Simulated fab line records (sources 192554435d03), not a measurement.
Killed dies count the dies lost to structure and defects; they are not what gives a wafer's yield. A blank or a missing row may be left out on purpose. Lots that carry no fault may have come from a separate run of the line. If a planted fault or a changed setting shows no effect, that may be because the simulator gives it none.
Split-lot study + flow n5Finfet + on a route of 1938 steps: 7 lots, 21 wafers read

## THE SPLIT
At N5_BEOL_M6_TRENCH_ETCH_37 (etches SiCOH lowk in C4F6/O2, target depth 94.435 nm, time 31.5 s), the setting biasW was moved away from the recipe's 185 W on 7 of the 21 wafers read, by -16.4% to +17.8%. For the rest of the wafers, this setting stayed at what the recipe calls for.

## FROM THE SPLIT TO THE READING: what the file shows between them, 2 steps
- N5_BEOL_M6_ETCH_41: etches SiCN in CH3F/O2, target depth 29.7 nm, time 52 s
- N5_BEOL_M6_STRIP_80: strips in N2/H2, time 10 s

## THE READING
trenchDepthNm, in nm, at N5_BEOL_M6_OCD_MEAS_38. Fault-free wafers of this fab line usually give 94.5 nm, standard deviation 1.2 nm.

| wafer  | tool, chamber at the split | biasW as run, W | against the recipe | trenchDepthNm, nm | against lot-mates on the recipe |
|--------|----------------------------|-----------------|--------------------|-------------------|---------------------------------|
| L075.1 | rieDiel-04, 3              | 185             | recipe             | 95.6              | -                               |
| L075.2 | rieDiel-04, 2              | 185             | recipe             | 94.4              | -                               |
| L075.4 | rieDiel-04, 0              | 216.8           | +17.2%             | 99.5              | +4.5                            |
| L084.4 | rieDiel-04, 0              | 185             | recipe             | 96.0              | -                               |
| L084.5 | rieDiel-04, 2              | 174             | -5.9%              | 93.7              | -1.7                            |
| L084.6 | rieDiel-04, 3              | 185             | recipe             | 94.8              | -                               |
| L085.1 | rieDiel-06, 0              | 185             | recipe             | 93.4              | -                               |
| L085.3 | rieDiel-06, 2              | 154.7           | -16.4%             | 89.4              | -4.0                            |
| L085.4 | rieDiel-06, 3              | 154.7           | -16.4%             | 88.5              | -4.9                            |
| L090.1 | rieDiel-04, 2              | 203             | +9.7%              | 97.6              | +2.3                            |
| L090.2 | rieDiel-04, 1              | 185             | recipe             | 95.1              | -                               |
| L090.3 | rieDiel-04, 0              | 185             | recipe             | 95.5              | -                               |
| L089.1 | rieDiel-04, 2              | 185             | recipe             | 94.0              | -                               |
| L089.4 | rieDiel-04, 1              | 185             | recipe             | 95.4              | -                               |
| L089.5 | rieDiel-04, 0              | 185             | recipe             | 94.1              | -                               |
| L091.1 | rieDiel-06, 2              | 185             | recipe             | 95.1              | -                               |
| L091.2 | rieDiel-06, 1              | 218             | +17.8%             | 101.1             | +6.0                            |
| L091.6 | rieDiel-06, 1              | 218             | +17.8%             | 100.7             | +5.6                            |
| L097.2 | rieDiel-03, 0              | 185             | recipe             | 93.4              | -                               |
| L097.3 | rieDiel-03, 0              | 185             | recipe             | 93.8              | -                               |
| L097.4 | rieDiel-03, 2              | 185             | recipe             | 93.9              | -                               |

FIT RESULTS
A straight line over all 21 wafers: trenchDepthNm changes by +0.33 nm for each +1% of biasW; r = +0.97; the points scatter about the line by 0.81 nm.
The same after taking each lot's own level away (the mean of its wafers on the recipe; 21 wafers): +0.289 nm for each +1%; r = +0.98; scatter 0.5 nm.
According to that fit, moving biasW by its largest amount changes the reading by 5.2 nm.
Across the lots, their own levels run from 93.40 to 95.40 nm, a range of 1.7 times the standard deviation given above.
So the slope is not independent of the lot-to-lot level: the two fits are not the same.
Check: +4.96 nm against its lot-mates is what the line predicts for one of the wafers moved furthest among these (+17.8%) when that wafer is left out of the fit. It came out at +6 nm against them.
Tool readings at the split's step, against how far the setting was moved: rfVppV r = +0.99.

## FURTHER SPLITS ON THESE WAFERS
Before the reading, these wafers also passed through other splits. Each is held against what the fit with the lots' levels taken away leaves over:
| other split on the same wafers  | wafers away from the commonest value | r with trenchDepthNm (lot level and that fit taken away) |
|---------------------------------|--------------------------------------|----------------------------------------------------------|
| N5_BEOL_M4_VIA_ETCH_34 sourceW  | 9                                    | -0.10                                                    |
| N5_BEOL_M4_TRENCH_ETCH_37 timeS | 7                                    | -0.06                                                    |
| N5_BEOL_M5_ILD_DEP_00 timeS     | 6                                    | -0.27                                                    |
| N5_BEOL_M5_COAT_71 spinRpm      | 9                                    | +0.03                                                    |

## THE WHOLE CHAIN: every reading that the file lists as answering this split, in the file's order
| step                      | what it does                                                      | reading                                                                 | change (the file's fit)               | r (the file's) |
|---------------------------|-------------------------------------------------------------------|-------------------------------------------------------------------------|---------------------------------------|----------------|
| N5_BEOL_M6_TRENCH_ETCH_37 | etches SiCOH lowk in C4F6/O2, target depth 94.435 nm, time 31.5 s | rfVppV                                                                  | +4.94 V for each +1% of the setting   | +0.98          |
| N5_BEOL_M6_TRENCH_ETCH_37 | etches SiCOH lowk in C4F6/O2, target depth 94.435 nm, time 31.5 s | etch.depthNm (the simulator's own value, which no gauge read)           | +0.279 nm for each +1% of the setting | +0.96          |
| N5_BEOL_M6_TRENCH_ETCH_37 | etches SiCOH lowk in C4F6/O2, target depth 94.435 nm, time 31.5 s | BEOL_M6.featureDepthNm (the simulator's own value, which no gauge read) | +0.28 nm for each +1% of the setting  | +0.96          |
| N5_BEOL_M6_OCD_MEAS_38    |                                                                   | trenchDepthNm                                                           | +0.282 nm for each +1% of the setting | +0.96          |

## FILE'S OWN FIT
trenchDepthNm changes by +0.282 nm for each +1% of biasW, r = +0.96.
